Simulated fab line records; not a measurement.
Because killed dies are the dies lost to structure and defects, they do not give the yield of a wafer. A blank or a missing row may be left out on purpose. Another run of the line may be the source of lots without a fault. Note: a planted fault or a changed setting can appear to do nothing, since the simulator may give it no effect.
Matching of chambers | flow n5Finfet | cvdCo-01 running N5_BEOL_M2_PRE_CLEAN_60: 3 sister chambers
The step time 15 s. 27 wafers are shown with their chamber, then 12 later ones without.

EACH WAFER AND ITS CHAMBER
wafer  | chamber | heaterPowerW (W)
L074.3 | 2       | 88
L074.4 | 1       | 90
L074.5 | 2       | 86
L075.2 | 0       | 93
L075.4 | 2       | 90
L075.6 | 1       | 89
L076.1 | 1       | 90
L076.4 | 0       | 92
L076.6 | 2       | 87
L077.1 | 1       | 89
L077.2 | 0       | 93
L077.5 | 1       | 92
L078.1 | 2       | 89
L078.3 | 1       | 90
L078.4 | 0       | 95
L080.1 | 0       | 92
L080.2 | 1       | 88
L080.5 | 1       | 92
L082.3 | 0       | 93
L082.5 | 1       | 90
L082.6 | 0       | 95
L083.1 | 1       | 90
L083.5 | 0       | 94
L083.6 | 1       | 89
L088.3 | 0       | 94
L088.5 | 2       | 89
L088.6 | 0       | 98

SIGNATURES (averages over the wafers above)
reading      | chamber 0 | chamber 1 | chamber 2 | scatter within a chamber
heaterPowerW | 93.90     | 89.91     | 88.17     | 1.51
Rule: a wafer's distance from a chamber is the root of the sum, over the readings, of the square of ((its reading less the chamber's mean) divided by the reading's scatter). If the next closest chamber is less than 2 further off than the closest, the wafer can't be placed; otherwise it belongs to the closest. The scatter: the root of (the sum of the squares of (reading less its chamber's mean) over the shown wafers, divided by (wafers less chambers)).

WAFERS WITHOUT THEIR CHAMBER
wafer  | heaterPowerW (W)
L090.2 | 90
L090.4 | 87
L090.5 | 90
L091.1 | 93
L091.3 | 89
L091.4 | 93
L093.3 | 95
L093.5 | 93
L093.6 | 89
L096.1 | 98
L096.3 | 90
L096.6 | 91

EACH ONE'S CHAMBER
wafer  | from the rows above          | in truth
L090.2 | can't be placed: 1 or 2      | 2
L090.4 | can't be placed: 2 or 1      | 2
L090.5 | can't be placed: 1 or 2      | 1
L091.1 | can't be placed: 0 or 1      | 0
L091.3 | can't be placed: 2 or 1      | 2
L091.4 | can't be placed: 0 or 1      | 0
L093.3 | 0                            | 0
L093.5 | can't be placed: 0 or 1      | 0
L093.6 | can't be placed: 2 or 1      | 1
L096.1 | 0                            | 0
L096.3 | can't be placed: 1 or 2      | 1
L096.6 | can't be placed: 1 or 2 or 0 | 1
Correctly placed: 2 of 12. From these rows, 10 cannot be placed; in 10 the true chamber is one of the candidates. Placed wrongly: 0.
